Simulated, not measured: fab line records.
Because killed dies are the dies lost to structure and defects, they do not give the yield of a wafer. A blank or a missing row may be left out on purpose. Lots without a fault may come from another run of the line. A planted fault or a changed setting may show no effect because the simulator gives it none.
Which tool did it? || flow n5Finfet || 9 lots with 27 wafers sampled at 5 steps, on a route of 1938 steps

== WHAT THE GAUGES SHOWED, per wafer ==
N5_MOL_CONTACT_COAG_CD_MEAS_137: the cd target is 16 nm. Usual: cdNm reads 15.9 nm (standard deviation 0.47).
{"lot": "L324", "measured": "day 5 15:41", "on": "cdSem-02", "cdNm (nm)": "15.7 16.3 16.1", "flag": ""}
{"lot": "L326", "measured": "day 6 01:09", "on": "cdSem-01", "cdNm (nm)": "15.8 16.4 16.4", "flag": ""}
{"lot": "L327", "measured": "day 6 11:42", "on": "cdSem-02", "cdNm (nm)": "16.0 16.5 16.1", "flag": ""}
{"lot": "L330", "measured": "day 7 08:04", "on": "cdSem-02", "cdNm (nm)": "16.0 15.5 16.0", "flag": ""}
{"lot": "L337", "measured": "day 9 00:32", "on": "cdSem-02", "cdNm (nm)": "16.5 16.0 16.3", "flag": ""}
{"lot": "L339", "measured": "day 9 09:52", "on": "cdSem-03", "cdNm (nm)": "15.2 14.8 15.6", "flag": ""}
{"lot": "L344", "measured": "day 10 10:40", "on": "cdSem-02", "cdNm (nm)": "16.5 16.6 16.2", "flag": ""}
{"lot": "L346", "measured": "day 10 22:07", "on": "cdSem-03", "cdNm (nm)": "16.1 15.2 15.2", "flag": ""}
{"lot": "L345", "measured": "day 10 22:26", "on": "cdSem-01", "cdNm (nm)": "15.4 15.3 16.4", "flag": ""}

N5_BEOL_M4_RC_MEAS_101. Usual: DIBL_N 35.4 mV/V, standard deviation 2.1; DIBL_P 34.8 mV/V, standard deviation 2.6; IOFF_N 0.15 nA/um, standard deviation 0.037; IOFF_P 0.19 nA/um, standard deviation 0.037; ION_N 677 uA/um, standard deviation 16; ION_P 462 uA/um, standard deviation 9.3; SS_N 71.4 mV/dec, standard deviation 0.75; SS_P 72.9 mV/dec, standard deviation 0.77; VT_N 250 mV, standard deviation 3.7; VT_P -251 mV, standard deviation 3.5.
{"lot": "L324", "measured": "day 8 15:54", "on": "prober-02", "DIBL_N (mV/V)": "34.8 35.0 33.1", "DIBL_P (mV/V)": "32.0 32.7 30.1", "IOFF_N (nA/um)": "0.13 0.14 0.11", "IOFF_P (nA/um)": "0.19 0.20 0.17", "ION_N (uA/um)": "679 682 672", "ION_P (uA/um)": "472 478 470", "SS_N (mV/dec)": "70.9 71.0 70.0", "SS_P (mV/dec)": "72.6 72.5 72.6", "VT_N (mV)": "250 249 253", "VT_P (mV)": "-248 -250 -251", "flag": ""}
{"lot": "L326", "measured": "day 9 06:27", "on": "prober-02", "DIBL_N (mV/V)": "34.7 31.1 35.3", "DIBL_P (mV/V)": "35.4 31.0 35.7", "IOFF_N (nA/um)": "0.15 0.09 0.14", "IOFF_P (nA/um)": "0.18 0.13 0.19", "ION_N (uA/um)": "697 665 679", "ION_P (uA/um)": "463 461 464", "SS_N (mV/dec)": "70.7 70.3 71.1", "SS_P (mV/dec)": "72.6 71.1 72.5", "VT_N (mV)": "249 256 249", "VT_P (mV)": "-256 -256 -252", "flag": ""}
{"lot": "L327", "measured": "day 9 08:56", "on": "prober-02", "DIBL_N (mV/V)": "39.0 32.9 37.2", "DIBL_P (mV/V)": "37.7 31.1 35.9", "IOFF_N (nA/um)": "0.24 0.12 0.20", "IOFF_P (nA/um)": "0.23 0.15 0.21", "ION_N (uA/um)": "679 672 688", "ION_P (uA/um)": "456 463 465", "SS_N (mV/dec)": "72.0 70.8 72.7", "SS_P (mV/dec)": "74.2 72.4 73.9", "VT_N (mV)": "245 255 245", "VT_P (mV)": "-248 -252 -248", "flag": ""}
{"lot": "L330", "measured": "day 10 10:59", "on": "prober-01", "DIBL_N (mV/V)": "35.8 36.6 36.7", "DIBL_P (mV/V)": "35.1 34.8 35.7", "IOFF_N (nA/um)": "0.16 0.16 0.16", "IOFF_P (nA/um)": "0.19 0.19 0.20", "ION_N (uA/um)": "697 688 690", "ION_P (uA/um)": "474 464 471", "SS_N (mV/dec)": "71.5 71.2 71.1", "SS_P (mV/dec)": "72.5 73.1 72.8", "VT_N (mV)": "246 247 247", "VT_P (mV)": "-249 -251 -250", "flag": ""}
{"lot": "L337", "measured": "day 11 15:32", "on": "prober-01", "DIBL_N (mV/V)": "33.4 36.4", "DIBL_P (mV/V)": "32.6 34.9", "IOFF_N (nA/um)": "0.11 0.15", "IOFF_P (nA/um)": "0.17 0.20", "ION_N (uA/um)": "661 652", "ION_P (uA/um)": "455 452", "SS_N (mV/dec)": "71.3 72.4", "SS_P (mV/dec)": "72.1 72.8", "VT_N (mV)": "254 253", "VT_P (mV)": "-250 -249", "flag": ""}
{"lot": "L339", "measured": "day 12 14:50", "on": "prober-01", "DIBL_N (mV/V)": "37.6 35.6 38.4", "DIBL_P (mV/V)": "37.1 36.4 37.6", "IOFF_N (nA/um)": "0.17 0.13 0.22", "IOFF_P (nA/um)": "0.22 0.20 0.24", "ION_N (uA/um)": "678 662 669", "ION_P (uA/um)": "467 464 460", "SS_N (mV/dec)": "71.9 71.2 72.4", "SS_P (mV/dec)": "73.8 72.4 73.7", "VT_N (mV)": "248 254 249", "VT_P (mV)": "-246 -250 -248", "flag": ""}
{"lot": "L344", "measured": "day 13 15:49", "on": "prober-01", "DIBL_N (mV/V)": "40.6 38.2", "DIBL_P (mV/V)": "40.7 37.9", "IOFF_N (nA/um)": "0.28 0.23", "IOFF_P (nA/um)": "0.31 0.25", "ION_N (uA/um)": "709 708", "ION_P (uA/um)": "480 479", "SS_N (mV/dec)": "73.2 72.2", "SS_P (mV/dec)": "74.6 73.6", "VT_N (mV)": "241 244", "VT_P (mV)": "-246 -245", "flag": ""}
{"lot": "L346", "measured": "day 14 14:02", "on": "prober-02", "DIBL_N (mV/V)": "38.0 36.1 36.0", "DIBL_P (mV/V)": "40.0 37.1 36.9", "IOFF_N (nA/um)": "0.22 0.18 0.17", "IOFF_P (nA/um)": "0.26 0.23 0.21", "ION_N (uA/um)": "710 701 689", "ION_P (uA/um)": "477 476 467", "SS_N (mV/dec)": "72.6 71.7 71.4", "SS_P (mV/dec)": "73.7 73.3 73.6", "VT_N (mV)": "242 247 246", "VT_P (mV)": "-247 -250 -250", "flag": ""}
{"lot": "L345", "measured": "day 14 15:19", "on": "prober-01", "DIBL_N (mV/V)": "35.5 32.7 35.4", "DIBL_P (mV/V)": "35.0 31.9 36.6", "IOFF_N (nA/um)": "0.15 0.11 0.16", "IOFF_P (nA/um)": "0.23 0.18 0.25", "ION_N (uA/um)": "676 672 688", "ION_P (uA/um)": "468 472 474", "SS_N (mV/dec)": "71.7 70.3 71.5", "SS_P (mV/dec)": "73.1 71.7 72.9", "VT_N (mV)": "254 254 249", "VT_P (mV)": "-243 -247 -244", "flag": ""}

== WHICH TOOL RAN EACH LOT (tool, then ch and the chambers of the sampled wafers, then the start) ==
{"lot": "L324", "N5_MOL_CONTACT_COAG_ETCH_66": "rieDiel-03 ch 0,3, day 5 16:19", "N5_MOL_CONTACT_COAG_ALD_133": "aldSin-03 ch 0,3, day 5 16:23", "N5_MOL_CONTACT_COAG_VIA_ETCH_117": "rieDiel-05 ch 1,2, day 5 16:44"}
{"lot": "L326", "N5_MOL_CONTACT_COAG_ETCH_66": "rieDiel-03 ch 1,3, day 6 01:38", "N5_MOL_CONTACT_COAG_ALD_133": "aldSin-03 ch 0,2, day 6 01:48", "N5_MOL_CONTACT_COAG_VIA_ETCH_117": "rieDiel-03 ch 2,3, day 6 02:08"}
{"lot": "L327", "N5_MOL_CONTACT_COAG_ETCH_66": "rieDiel-05 ch 1,3, day 6 12:12", "N5_MOL_CONTACT_COAG_ALD_133": "aldSin-04 ch 1,3, day 6 12:17", "N5_MOL_CONTACT_COAG_VIA_ETCH_117": "rieDiel-05 ch 0,2, day 6 12:37"}
{"lot": "L330", "N5_MOL_CONTACT_COAG_ETCH_66": "rieDiel-01 ch 1,2, day 7 10:10", "N5_MOL_CONTACT_COAG_ALD_133": "aldSin-01 ch 0,3, day 7 10:14", "N5_MOL_CONTACT_COAG_VIA_ETCH_117": "rieDiel-01 ch 0,1,2, day 7 10:50"}
{"lot": "L337", "N5_MOL_CONTACT_COAG_ETCH_66": "rieDiel-01 ch 0,2,3, day 9 01:09", "N5_MOL_CONTACT_COAG_ALD_133": "aldSin-03 ch 0,1,2, day 9 01:25", "N5_MOL_CONTACT_COAG_VIA_ETCH_117": "rieDiel-03 ch 1,2,3, day 9 01:56"}
{"lot": "L339", "N5_MOL_CONTACT_COAG_ETCH_66": "rieDiel-05 ch 0,1,3, day 9 10:22", "N5_MOL_CONTACT_COAG_ALD_133": "aldSin-01 ch 0,1, day 9 10:32", "N5_MOL_CONTACT_COAG_VIA_ETCH_117": "rieDiel-03 ch 2,3, day 9 10:52"}
{"lot": "L344", "N5_MOL_CONTACT_COAG_ETCH_66": "rieDiel-01 ch 2,3, day 10 11:10", "N5_MOL_CONTACT_COAG_ALD_133": "aldSin-03 ch 2,3, day 10 11:17", "N5_MOL_CONTACT_COAG_VIA_ETCH_117": "rieDiel-03 ch 0,1,2, day 10 11:38"}
{"lot": "L346", "N5_MOL_CONTACT_COAG_ETCH_66": "rieDiel-05 ch 1,2,3, day 10 22:44", "N5_MOL_CONTACT_COAG_ALD_133": "aldSin-01 ch 0,1,3, day 10 22:49", "N5_MOL_CONTACT_COAG_VIA_ETCH_117": "rieDiel-05 ch 1,2, day 10 23:15"}
{"lot": "L345", "N5_MOL_CONTACT_COAG_ETCH_66": "rieDiel-01 ch 0,1,3, day 10 22:55", "N5_MOL_CONTACT_COAG_ALD_133": "aldSin-01 ch 0,2,3, day 10 23:00", "N5_MOL_CONTACT_COAG_VIA_ETCH_117": "rieDiel-01 ch 0,1,3, day 10 23:34"}
- N5_MOL_CONTACT_COAG_ETCH_66: etches SiARC in CF4, target depth 13 nm, time 21.7 s.
- N5_MOL_CONTACT_COAG_ALD_133: deposits SiO2, target thk 5 nm, pulse time 1 s, co reactant pulse time 1 s.
- N5_MOL_CONTACT_COAG_VIA_ETCH_117: etches SiO2 in C4F6/O2, target depth 40 nm, overetch 8 nm, time 26 s.

== AS READ BY THE TOOLS THEMSELVES (means over the sampled wafers that have a number; for cases with no such wafer, the mark the record gives instead) ==
N5_MOL_CONTACT_COAG_ETCH_66. Usual: drypumpMotorCurrentA 5.8 A, standard deviation 0.35; etchRfOnTimeS 21.1 s, standard deviation 0.62; oesProductAu 0.72 a.u., standard deviation 0.083; rfVppV 184.3 V, standard deviation 1.3; showerheadPlenumPTorr 2.16 Torr, standard deviation 0.065; throttleValvePct 15.63 %, standard deviation 0.21.
{"lot": "L324", "tool": "rieDiel-03", "drypumpMotorCurrentA (A)": 5.6, "etchRfOnTimeS (s)": 20.5, "oesProductAu (a.u.)": 0.72, "rfVppV (V)": 184.3, "showerheadPlenumPTorr (Torr)": 2.20, "throttleValvePct (%)": 15.60, "flag": ""}
{"lot": "L326", "tool": "rieDiel-03", "drypumpMotorCurrentA (A)": 5.5, "etchRfOnTimeS (s)": 20.7, "oesProductAu (a.u.)": 0.68, "rfVppV (V)": 183.7, "showerheadPlenumPTorr (Torr)": 2.10, "throttleValvePct (%)": 15.71, "flag": ""}
{"lot": "L327", "tool": "rieDiel-05", "drypumpMotorCurrentA (A)": 5.6, "etchRfOnTimeS (s)": 20.7, "oesProductAu (a.u.)": 0.80, "rfVppV (V)": 183.9, "showerheadPlenumPTorr (Torr)": 2.17, "throttleValvePct (%)": 15.50, "flag": ""}
{"lot": "L330", "tool": "rieDiel-01", "drypumpMotorCurrentA (A)": 6.0, "etchRfOnTimeS (s)": 21.7, "oesProductAu (a.u.)": 0.75, "rfVppV (V)": 184.7, "showerheadPlenumPTorr (Torr)": 2.22, "throttleValvePct (%)": 15.42, "flag": ""}
{"lot": "L337", "tool": "rieDiel-01", "drypumpMotorCurrentA (A)": 5.8, "etchRfOnTimeS (s)": 21.0, "oesProductAu (a.u.)": 0.77, "rfVppV (V)": 184.9, "showerheadPlenumPTorr (Torr)": 2.21, "throttleValvePct (%)": 15.55, "flag": ""}
{"lot": "L339", "tool": "rieDiel-05", "drypumpMotorCurrentA (A)": 5.6, "etchRfOnTimeS (s)": 21.1, "oesProductAu (a.u.)": 0.73, "rfVppV (V)": 184.4, "showerheadPlenumPTorr (Torr)": 2.13, "throttleValvePct (%)": 15.58, "flag": ""}
{"lot": "L344", "tool": "rieDiel-01", "drypumpMotorCurrentA (A)": 5.5, "etchRfOnTimeS (s)": 21.1, "oesProductAu (a.u.)": 0.79, "rfVppV (V)": 184.9, "showerheadPlenumPTorr (Torr)": 2.24, "throttleValvePct (%)": 15.41, "flag": ""}
{"lot": "L346", "tool": "rieDiel-05", "drypumpMotorCurrentA (A)": 5.7, "etchRfOnTimeS (s)": 20.9, "oesProductAu (a.u.)": 0.76, "rfVppV (V)": 183.1, "showerheadPlenumPTorr (Torr)": 2.13, "throttleValvePct (%)": 15.70, "flag": ""}
{"lot": "L345", "tool": "rieDiel-01", "drypumpMotorCurrentA (A)": 5.7, "etchRfOnTimeS (s)": 21.4, "oesProductAu (a.u.)": 0.70, "rfVppV (V)": 185.6, "showerheadPlenumPTorr (Torr)": 2.21, "throttleValvePct (%)": 15.54, "flag": ""}

N5_MOL_CONTACT_COAG_ALD_133. Usual: heaterPowerW 76 W, standard deviation 4.4; precursorPulseHeightRel 0.999, standard deviation 0.019.
{"lot": "L324", "tool": "aldSin-03", "heaterPowerW (W)": 75, "precursorPulseHeightRel": 0.996, "flag": ""}
{"lot": "L326", "tool": "aldSin-03", "heaterPowerW (W)": 72, "precursorPulseHeightRel": 0.994, "flag": ""}
{"lot": "L327", "tool": "aldSin-04", "heaterPowerW (W)": 77, "precursorPulseHeightRel": 0.996, "flag": ""}
{"lot": "L330", "tool": "aldSin-01", "heaterPowerW (W)": 78, "precursorPulseHeightRel": 0.987, "flag": ""}
{"lot": "L337", "tool": "aldSin-03", "heaterPowerW (W)": 73, "precursorPulseHeightRel": 0.995, "flag": ""}
{"lot": "L339", "tool": "aldSin-01", "heaterPowerW (W)": 73, "precursorPulseHeightRel": 0.994, "flag": ""}
{"lot": "L344", "tool": "aldSin-03", "heaterPowerW (W)": 79, "precursorPulseHeightRel": 0.992, "flag": ""}
{"lot": "L346", "tool": "aldSin-01", "heaterPowerW (W)": 76, "precursorPulseHeightRel": 1.011, "flag": ""}
{"lot": "L345", "tool": "aldSin-01", "heaterPowerW (W)": 77, "precursorPulseHeightRel": 0.975, "flag": ""}

N5_MOL_CONTACT_COAG_VIA_ETCH_117. Usual: drypumpMotorCurrentA 5.8 A, standard deviation 0.32; oesProductAu 0.73 a.u., standard deviation 0.079; rfVppV 1586 V, standard deviation 23; showerheadPlenumPTorr 2.86 Torr, standard deviation 0.091; throttleValvePct 41.2 %, standard deviation 0.5.
{"lot": "L324", "tool": "rieDiel-05", "drypumpMotorCurrentA (A)": 5.8, "oesProductAu (a.u.)": 0.84, "rfVppV (V)": 1584, "showerheadPlenumPTorr (Torr)": 2.84, "throttleValvePct (%)": 41.5, "flag": ""}
{"lot": "L326", "tool": "rieDiel-03", "drypumpMotorCurrentA (A)": 5.7, "oesProductAu (a.u.)": 0.70, "rfVppV (V)": 1548, "showerheadPlenumPTorr (Torr)": 2.80, "throttleValvePct (%)": 41.3, "flag": ""}
{"lot": "L327", "tool": "rieDiel-05", "drypumpMotorCurrentA (A)": 5.8, "oesProductAu (a.u.)": 0.72, "rfVppV (V)": 1580, "showerheadPlenumPTorr (Torr)": 2.79, "throttleValvePct (%)": 40.5, "flag": ""}
{"lot": "L330", "tool": "rieDiel-01", "drypumpMotorCurrentA (A)": 6.1, "oesProductAu (a.u.)": 0.77, "rfVppV (V)": 1603, "showerheadPlenumPTorr (Torr)": 2.94, "throttleValvePct (%)": 41.3, "flag": ""}
{"lot": "L337", "tool": "rieDiel-03", "drypumpMotorCurrentA (A)": 5.6, "oesProductAu (a.u.)": 0.66, "rfVppV (V)": 1567, "showerheadPlenumPTorr (Torr)": 2.78, "throttleValvePct (%)": 41.3, "flag": ""}
{"lot": "L339", "tool": "rieDiel-03", "drypumpMotorCurrentA (A)": 5.7, "oesProductAu (a.u.)": 0.67, "rfVppV (V)": 1547, "showerheadPlenumPTorr (Torr)": 2.79, "throttleValvePct (%)": 41.3, "flag": ""}
{"lot": "L344", "tool": "rieDiel-03", "drypumpMotorCurrentA (A)": 5.5, "oesProductAu (a.u.)": 0.63, "rfVppV (V)": 1585, "showerheadPlenumPTorr (Torr)": 2.78, "throttleValvePct (%)": 41.1, "flag": ""}
{"lot": "L346", "tool": "rieDiel-05", "drypumpMotorCurrentA (A)": 5.8, "oesProductAu (a.u.)": 0.78, "rfVppV (V)": 1583, "showerheadPlenumPTorr (Torr)": 2.82, "throttleValvePct (%)": 41.5, "flag": ""}
{"lot": "L345", "tool": "rieDiel-01", "drypumpMotorCurrentA (A)": 5.7, "oesProductAu (a.u.)": 0.73, "rfVppV (V)": 1586, "showerheadPlenumPTorr (Torr)": 2.94, "throttleValvePct (%)": 40.8, "flag": ""}

== THE ANSWER, worked out from the rows above alone ==
Rule: a lot counts as off when the mean over its wafers that have a number is more than 3 standard deviations away from the usual mean. A lot without any number at a reading at which 4 lots or more have one is off too. All remaining lots with rows at the step are treated as sound. After the gauges, taken in route order, come the tools' own readings; for these a lot's mean is taken, as printed above. At the first step where some lot is off, the reading lying furthest off is the one used; lots without a number count as furthest.
Across all readings shown, no lot is off: no conclusion can be drawn from this.

== WHAT WAS PUT IN BY THE SIMULATOR ==
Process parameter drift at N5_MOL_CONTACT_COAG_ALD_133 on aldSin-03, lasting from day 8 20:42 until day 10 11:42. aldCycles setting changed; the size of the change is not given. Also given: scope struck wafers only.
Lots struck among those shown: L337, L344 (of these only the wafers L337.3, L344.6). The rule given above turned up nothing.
